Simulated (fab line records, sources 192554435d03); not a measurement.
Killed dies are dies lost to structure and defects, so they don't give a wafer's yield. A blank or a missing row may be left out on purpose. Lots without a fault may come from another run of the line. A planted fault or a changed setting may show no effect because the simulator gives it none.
Which tool did it? | flow n5_finfet | 13 lots, 39 wafers sampled, at 4 steps of a route of 1938

WHAT THE GAUGES READ, wafer by wafer
N5_BEOL_M13_OVL_MEAS_11. Usual: V12_OVL -6 nm, standard deviation 5.7.
lot  | measured     | on         | V12_OVL (nm) | flag
L368 | day 11 05:38 | overlay-01 | 0 4 1        |
L370 | day 11 11:26 | overlay-01 | -4 -10 -2    |
L371 | day 11 19:37 | overlay-02 | -5 -11 0     |
L372 | day 12 04:26 | overlay-01 | -9 -7 -10    |
L373 | day 12 11:31 | overlay-01 | -4 -11 1     |
L375 | day 12 22:53 | overlay-02 | -12 -7 -11   |
L374 | day 13 02:51 | overlay-01 | 1 -12 -1     |
L376 | day 13 11:47 | overlay-02 | -9 -15 -7    |
L378 | day 13 21:01 | overlay-01 | -7 -4 3      |
L379 | day 13 21:58 | overlay-02 | 6 -6 -6      |
L380 | day 14 08:16 | overlay-02 | -21 -14 -7   |
L383 | day 15 02:02 | overlay-01 | -5 -16 4     |
L391 | day 18 01:08 | overlay-02 | -15 -15 -5   |

N5_BEOL_M13_CD_MEAS_17: target cd 190 nm. Usual: cd_nm 190.2 nm, standard deviation 1.5.
lot  | measured     | on        | cd_nm (nm)        | flag
L368 | day 11 06:14 | cd_sem-03 | 188.3 191.6 190.1 |
L370 | day 11 12:15 | cd_sem-03 | 188.8 187.7 188.7 |
L371 | day 11 20:12 | cd_sem-01 | 187.5 189.3 189.3 |
L372 | day 12 05:02 | cd_sem-02 | 190.4 190.8 189.8 |
L373 | day 12 12:28 | cd_sem-02 | 189.7 189.4 190.0 |
L375 | day 12 23:39 | cd_sem-02 | 189.8 190.5 192.0 |
L374 | day 13 03:26 | cd_sem-03 | 191.2 190.6 189.3 |
L376 | day 13 12:23 | cd_sem-03 | 188.1 192.3 189.5 |
L378 | day 13 21:37 | cd_sem-02 | 188.2 192.4 189.5 |
L379 | day 13 22:34 | cd_sem-01 | 188.9 189.7 189.5 |
L380 | day 14 08:52 | cd_sem-02 | 188.7 190.0 188.8 |
L383 | day 15 02:37 | cd_sem-03 | 190.0 191.5 191.4 |
L391 | day 18 01:44 | cd_sem-03 | 191.0 193.3 193.6 |

N5_BEOL_M13_CD_MEAS_28: target cd 209.5 nm. Usual: cd_nm 210.0 nm, standard deviation 1.2.
lot  | measured     | on        | cd_nm (nm)        | flag
L368 | day 11 06:41 | cd_sem-01 | 208.6 208.4 208.0 |
L370 | day 11 12:42 | cd_sem-03 | 208.5 211.0 209.8 |
L371 | day 11 20:39 | cd_sem-03 | 209.6 207.5 208.2 |
L372 | day 12 05:22 | cd_sem-02 | 209.0 210.9 209.8 |
L373 | day 12 12:55 | cd_sem-02 | 212.9 209.3 212.3 |
L375 | day 13 00:06 | cd_sem-01 | 210.4 209.0 208.7 |
L374 | day 13 03:46 | cd_sem-03 | 210.9 212.6 209.8 |
L376 | day 13 12:43 | cd_sem-03 | 210.4 209.8 211.1 |
L378 | day 13 22:05 | cd_sem-03 | 210.5 210.6 211.4 |
L379 | day 13 23:01 | cd_sem-03 | 209.8 210.6 210.3 |
L380 | day 14 09:11 | cd_sem-03 | 210.3 210.2 211.3 |
L383 | day 15 03:05 | cd_sem-01 | 354.1 286.7 318.4 | OFF
L391 | day 18 02:03 | cd_sem-02 | 210.7 211.2 209.9 |

WHICH TOOL RAN EACH LOT (tool, then ch and the chambers of the sampled wafers, then the start)
lot  | N5_BEOL_M13_EXPOSE_25
L368 | krf_scanner-02 ch 0, day 11 06:31
L370 | krf_scanner-01 ch 0, day 11 12:32
L371 | krf_scanner-02 ch 0, day 11 20:29
L372 | krf_scanner-02 ch 0, day 12 05:12
L373 | krf_scanner-02 ch 0, day 12 12:44
L375 | krf_scanner-01 ch 0, day 12 23:56
L374 | krf_scanner-01 ch 0, day 13 03:36
L376 | krf_scanner-01 ch 0, day 13 12:32
L378 | krf_scanner-01 ch 0, day 13 21:55
L379 | krf_scanner-02 ch 0, day 13 22:51
L380 | krf_scanner-02 ch 0, day 14 09:01
L383 | krf_scanner-02 ch 0, day 15 02:55
L391 | krf_scanner-01 ch 0, day 18 01:53
- N5_BEOL_M13_EXPOSE_25: exposes mask M13, target cd 210 nm.

WHAT THE TOOLS THEMSELVES READ (means of the sampled wafers that have a number; where no wafer has one, the mark that the record gives instead)
N5_BEOL_M13_EXPOSE_25. Usual: exposure_dose_mJ_cm2 21.982, standard deviation 0.022.
lot  | tool           | exposure_dose_mJ_cm2 | flag
L368 | krf_scanner-02 | 22.006               |
L370 | krf_scanner-01 | 21.991               |
L371 | krf_scanner-02 | 21.992               |
L372 | krf_scanner-02 | 21.996               |
L373 | krf_scanner-02 | 21.944               |
L375 | krf_scanner-01 | 21.981               |
L374 | krf_scanner-01 | 21.978               |
L376 | krf_scanner-01 | 22.006               |
L378 | krf_scanner-01 | 21.990               |
L379 | krf_scanner-02 | 21.955               |
L380 | krf_scanner-02 | 21.997               |
L383 | krf_scanner-02 | 21.992               |
L391 | krf_scanner-01 | 21.959               |

THE ANSWER, worked out from the rows above alone
Rule: a lot is off if the mean of its wafers that have a number lies more than 3 standard deviations from the usual mean. A lot without any number at a reading at which 4 lots or more have one is off too. The other lots that the step has rows for count as sound. The gauges are gone through in route order, then the tools' own readings, and for those a lot's mean is taken as printed above. The first step at which some lot is off is used, and at that step the reading that is off furthest; a lot without a number counts as furthest.
Off: L383, at N5_BEOL_M13_CD_MEAS_28 (cd_nm).
A tool fits if, at a process step before that reading, it ran every lot that is off, and no sound lot after the first of them. The gauges at N5_BEOL_M13_CD_MEAS_28 are tried like those tools. Can't be told from this: 2 tools fit, krf_scanner-02 at N5_BEOL_M13_EXPOSE_25, cd_sem-01 at N5_BEOL_M13_CD_MEAS_28.

WHAT THE SIMULATOR HAD PUT IN
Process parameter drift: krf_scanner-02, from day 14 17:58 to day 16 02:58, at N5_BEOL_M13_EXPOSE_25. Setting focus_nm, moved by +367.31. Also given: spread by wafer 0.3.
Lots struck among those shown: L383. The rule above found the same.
